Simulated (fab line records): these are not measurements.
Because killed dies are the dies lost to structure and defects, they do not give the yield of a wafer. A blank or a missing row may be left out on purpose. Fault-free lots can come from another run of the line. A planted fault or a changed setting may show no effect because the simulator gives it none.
The tool behind it: which one? :: flow nand harc :: 6 lots with 16 wafers sampled at 2 steps, on a route of 1302 steps

== WHAT THE GAUGES SHOWED, per wafer ==
NHARC_A_CHANNEL_HOLE_D2_CD_MEAS_31.
lot: L639
measured: day 14 06:10
on: cd sem-03
cd nm (nm): 91.3 89.7 91.8

lot: L640
measured: day 15 01:54
on: cd sem-01
cd nm (nm): 89.5 88.2 89.2

lot: L647
measured: day 17 19:42
on: cd sem-01
cd nm (nm): 91.6 91.0 87.3

lot: L651
measured: day 19 09:25
on: cd sem-03
cd nm (nm): 90.7 91.3

lot: L652
measured: day 19 22:47
on: cd sem-02
cd nm (nm): 89.1 91.4

lot: L658
measured: day 22 06:29
on: cd sem-02
cd nm (nm): 94.5 89.9 92.5

== EACH LOT AND THE TOOL THAT RAN IT (in order: tool; ch and the chambers of the sampled wafers; start) ==
lot: L639
NHARC_A_CHANNEL_HOLE_D2_ETCH_21: har etch-02 ch 0, day 14 01:08

lot: L640
NHARC_A_CHANNEL_HOLE_D2_ETCH_21: har etch-01 ch 0,1, day 14 20:41

lot: L647
NHARC_A_CHANNEL_HOLE_D2_ETCH_21: har etch-01 ch 0,1, day 17 14:35

lot: L651
NHARC_A_CHANNEL_HOLE_D2_ETCH_21: har etch-01 ch 0,1, day 19 04:20

lot: L652
NHARC_A_CHANNEL_HOLE_D2_ETCH_21: har etch-01 ch 0,1, day 19 17:41

lot: L658
NHARC_A_CHANNEL_HOLE_D2_ETCH_21: har etch-02 ch 0,1, day 22 01:28
- NHARC_A_CHANNEL_HOLE_D2_ETCH_21: etches the open film in C4F8/O2/Ar, time 514.3 s, target depth 1600 nm.

== THE ANSWER, worked out from the rows above alone ==
Rule: what is usual is taken from the lots themselves. The widest of any qualifying gaps counts: lots, ordered by their means at a reading, are off when they make up no more than a third of the lots, leave a main group of 4 or more, and stand apart from it by 3 or more times the standard deviation of that group's means. A main group is skipped when, at the precision printed for the reading in the tables above, its means are all equal. A lot without any number at a reading at which 4 lots or more have one is off too. Where the step has rows for the other lots, those lots are counted as sound.
None of the lots is off at any reading shown; this tells nothing.

== WHAT THE SIMULATOR HAD PUT IN ==
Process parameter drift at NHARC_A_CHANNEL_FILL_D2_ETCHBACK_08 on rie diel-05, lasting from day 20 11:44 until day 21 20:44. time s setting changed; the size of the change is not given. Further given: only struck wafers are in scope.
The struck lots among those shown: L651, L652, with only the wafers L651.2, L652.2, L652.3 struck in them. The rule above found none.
